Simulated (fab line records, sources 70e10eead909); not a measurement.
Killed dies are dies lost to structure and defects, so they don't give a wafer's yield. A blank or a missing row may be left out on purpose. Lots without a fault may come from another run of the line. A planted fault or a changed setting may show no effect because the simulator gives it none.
A struck lot beside a sound one | flow nand_harc | 15 steps out of a route of 1159
Sound: wafers L910.2, L910.3, L910.4. Struck: wafers L917.2, L917.3, L917.4. The cause comes at the end.
At each step with rows: each side's tool, then ch and its chambers, then its first start. Under that, the readings that differ: sound wafers | struck wafers | difference of the means | sigmas: that difference in standard deviations of wafers without a fault.
alike: readings whose means differ by less than 2 such deviations, and words and numbers that are the same on both sides. not compared: withheld readings, readings that some wafer has no value for, bounds like >300 that may hide the same value, and numbers for which the record gives no deviation and whose values overlap.
The two part at a step that has a row with sigmas, a row that says differs or no value, or rows on one side only. Numbers that don't overlap but have no deviation are shown without sigmas and don't part them. A reading that every wafer of one side lacks parts them only if that side has two wafers or more.

first, 7 steps without rows for these wafers: NHARC_A_SGD_CUT_COAT_57 (time 65 s); NHARC_A_SGD_CUT_COAT_03 (resist thk 90 nm); NHARC_A_SGD_CUT_SOFTBAKE_04 (time 55 s); NHARC_A_SGD_CUT_EBR_05; NHARC_A_SGD_CUT_EXPOSE_06 (exposes mask SGD); NHARC_A_SGD_CUT_PEB_07 (peb time 65 s); NHARC_A_SGD_CUT_DEVELOP_08 (develop time 35 s).
NHARC_A_SGD_CUT_CD_MEAS_09: target cd 100 nm.
  sound on cd_sem-02 ch 0, day 13 13:41; struck on cd_sem-01 ch 0, day 15 20:58
  alike: cd_nm
NHARC_A_SGD_CUT_OVL_MEAS_10:
  sound on overlay-01, day 13 13:47; struck on overlay-02, day 15 21:04
  alike: overlay_x_nm, overlay_y_nm
NHARC_A_SGD_CUT_INSPECT_11:
  sound on defect_inspect-02, day 13 13:49; struck on defect_inspect-02, day 15 21:06
  alike: raw_defect_count
NHARC_A_SGD_CUT_DESCUM_14: chemistry O2, time 3 s.
  sound on rie_diel-03 ch 0,1,2, day 13 13:53; struck on rie_diel-03 ch 0,1,2, day 15 21:10
  reading                | sound | struck   | difference | sigmas
  rf_hours_counter_h (h) | 8 9 9 | 15 14 15 | +6         |
  alike: drypump_motor_current_A, oes_product_au, rf_vpp_V, showerhead_plenum_p_Torr, throttle_valve_pct
NHARC_A_SGD_CUT_ETCH_58: etches the open film in CF4, target depth 39 nm, time 65 s.
  sound on rie_diel-03 ch 0,1,3, day 13 13:58; struck on rie_diel-03 ch 0,1,2, day 15 21:15
  reading                | sound | struck   | difference | sigmas
  rf_hours_counter_h (h) | 8 9 8 | 15 15 14 | +6         |
  alike: bias_w, cf4_flow_sccm, drypump_motor_current_A, oes_product_au, rf_vpp_V, showerhead_plenum_p_Torr, throttle_valve_pct
NHARC_A_SGD_CUT_ETCH_59: etches the open film in N2/H2, target depth 260 nm, time 406.25 s.
  sound on rie_diel-03 ch 0,2,3, day 13 14:03; struck on rie_diel-03 ch 0,1,3, day 15 21:20
  no value came back on the struck wafers for any of 9 readings (bias_w (W), chamber_pressure_mTorr (mTorr) and others); on the sound wafers bias_w (W) reads 149.9 150.6 149.3
NHARC_A_SGD_CUT_ETCH_15: etches the open film in CH3F/O2, target depth 75 nm, time 64.3 s.
  sound on rie_diel-03 ch 1,2,3; struck on rie_diel-03 ch 0,1,3
  reading                | sound             | struck            | difference | sigmas
  oes_product_au (a.u.)  | 0.925 0.935 0.920 | 0.966 0.981 0.980 | +0.049     | +3
  rf_hours_counter_h (h) | 9 9 9             | 15 15 15          | +6         |
  alike: bias_w, ch3f_flow_sccm, drypump_motor_current_A, rf_vpp_V, showerhead_plenum_p_Torr, throttle_valve_pct
-- the record jumps here: 6 days lie between the struck wafers' starts before and after (it left off in module A_SGD_CUT and takes up again in module END, whose first step shown is number 1159 of the route) --
NHARC_END_SORT_01:
  the record has rows for the struck wafers here (prober-02 ch 0, day 21 21:44) and none for the sound ones

WHERE THEY PART
First at NHARC_A_SGD_CUT_ETCH_59; last, within this record, at NHARC_END_SORT_01.

WHY: what the simulator had put in
Skipped step whole: rie_diel-03, from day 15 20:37 on, at NHARC_A_SGD_CUT_ETCH_59. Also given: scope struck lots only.
